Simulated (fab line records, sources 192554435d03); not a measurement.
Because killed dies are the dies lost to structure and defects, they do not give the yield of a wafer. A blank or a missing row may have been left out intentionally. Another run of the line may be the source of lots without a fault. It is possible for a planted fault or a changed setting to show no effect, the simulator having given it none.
Chamber matching | flow n5Finfet | uvCure-03 running N5_BEOL_M10_CURE_71: 3 sister chambers
The step cures SiCOH lowk, time 240 s. 14 wafers are shown with their chamber, then 7 later ones without.

== WAFERS, EACH WITH ITS CHAMBER ==
wafer  | chamber | wafer_temp_C_max | lampPowerPct (%)
L074.1 | 0       | 386.2            | 52.30
L074.3 | 0       | 386.3            | 52.47
L074.6 | 0       | 386.6            | 52.25
L080.1 | 1       | 387.6            | 52.32
L080.4 | 1       | 387.8            | 52.30
L080.5 | 1       | 387.7            | 52.26
L087.1 | 2       | 386.7            | 52.25
L087.5 | 2       | 386.4            | 52.21
L087.6 | 2       | 386.4            | 52.40
L092.1 | 0       | 386.2            | 52.33
L092.2 | 0       | 386.6            | 52.27
L092.4 | 0       | 385.7            | 52.36
L091.1 | 0       | 386.1            | 52.28
L091.2 | 0       | 385.8            | 52.36

SIGNATURES (averages over the wafers above)
reading          | chamber 0 | chamber 1 | chamber 2 | scatter within a chamber
wafer_temp_C_max | 386.188   | 387.700   | 386.500   | 0.274
lampPowerPct     | 52.3275   | 52.2933   | 52.2867   | 0.0718
Rule: distance of a wafer from a chamber = root of the sum over the readings of ((wafer's reading minus chamber's mean) / reading's scatter) squared. The wafer belongs to the nearest chamber; if the next one is less than 2 further off, it can't be placed. The scatter: take each reading less its chamber's mean, square it, sum over the shown wafers, divide by the number of wafers less the number of chambers, and take the root.

== WAFERS WHOSE CHAMBER IS MISSING ==
wafer  | wafer_temp_C_max | lampPowerPct (%)
L091.6 | 386.0            | 52.36
L091.3 | 386.1            | 52.29
L091.4 | 386.0            | 52.31
L091.5 | 386.0            | 52.29
L096.1 | 386.3            | 52.26
L096.2 | 386.6            | 52.34
L096.5 | 386.5            | 52.30

== CHAMBER TAKEN BY EACH ==
wafer  | from the rows above     | in truth
L091.6 | can't be placed: 0 or 2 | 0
L091.3 | can't be placed: 0 or 2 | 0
L091.4 | can't be placed: 0 or 2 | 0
L091.5 | can't be placed: 0 or 2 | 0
L096.1 | can't be placed: 2 or 0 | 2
L096.2 | can't be placed: 2 or 0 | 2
L096.5 | can't be placed: 2 or 0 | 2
Placed correctly: 0 of 7. Can't be placed from these rows: 7 (the true chamber is among the candidates in 7). Number placed wrongly: 0.
